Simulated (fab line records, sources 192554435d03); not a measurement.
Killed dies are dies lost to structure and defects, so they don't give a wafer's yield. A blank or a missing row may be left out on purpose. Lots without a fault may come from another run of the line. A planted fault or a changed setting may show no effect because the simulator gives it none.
Chamber matching | flow n5_finfet | N5_BEOL_M2_VIA_ETCH_34 on rie_diel-05: 4 sister chambers
The step etches the open film in C4F6/O2, target depth 69.4 nm, time 65.9 s. 4 wafers are shown with their chamber, then 10 later ones without.

WAFERS WITH THEIR CHAMBER
wafer  | chamber | showerhead_plenum_p_Torr (Torr)
L084.5 | 0       | 2.77
L089.3 | 2       | 3.01
L091.2 | 1       | 2.86
L091.4 | 3       | 2.92

WAFERS WITHOUT THEIR CHAMBER
wafer  | showerhead_plenum_p_Torr (Torr)
L091.6 | 2.86
L092.2 | 2.92
L092.3 | 2.86
L092.5 | 2.86
L094.1 | 2.76
L094.3 | 3.01
L094.4 | 2.86
L093.1 | 2.76
L093.4 | 2.86
L093.6 | 2.86

WHICH CHAMBER EACH WENT THROUGH
wafer  | from the rows above | in truth
L091.6 | 1                   | 1
L092.2 | 3                   | 3
L092.3 | 1                   | 1
L092.5 | 1                   | 1
L094.1 | 0                   | 0
L094.3 | 2                   | 2
L094.4 | 1                   | 1
L093.1 | 0                   | 0
L093.4 | 1                   | 1
L093.6 | 1                   | 1
Placed correctly: 10 of 10. Can't be placed from these rows: 0. Placed wrongly: 0.
How it was worked out, from the rows above alone: a wafer's distance from a chamber is the root of the sum, over the readings, of the square of ((its reading less the chamber's mean) divided by the reading's scatter). The wafer belongs to the nearest chamber; if the next one is less than 2 further off, it can't be placed. A chamber's mean is the mean of its shown wafers. The scatter: with one shown wafer a chamber, the root of the mean of the squares of how far each hidden wafer lies from its nearest shown one.
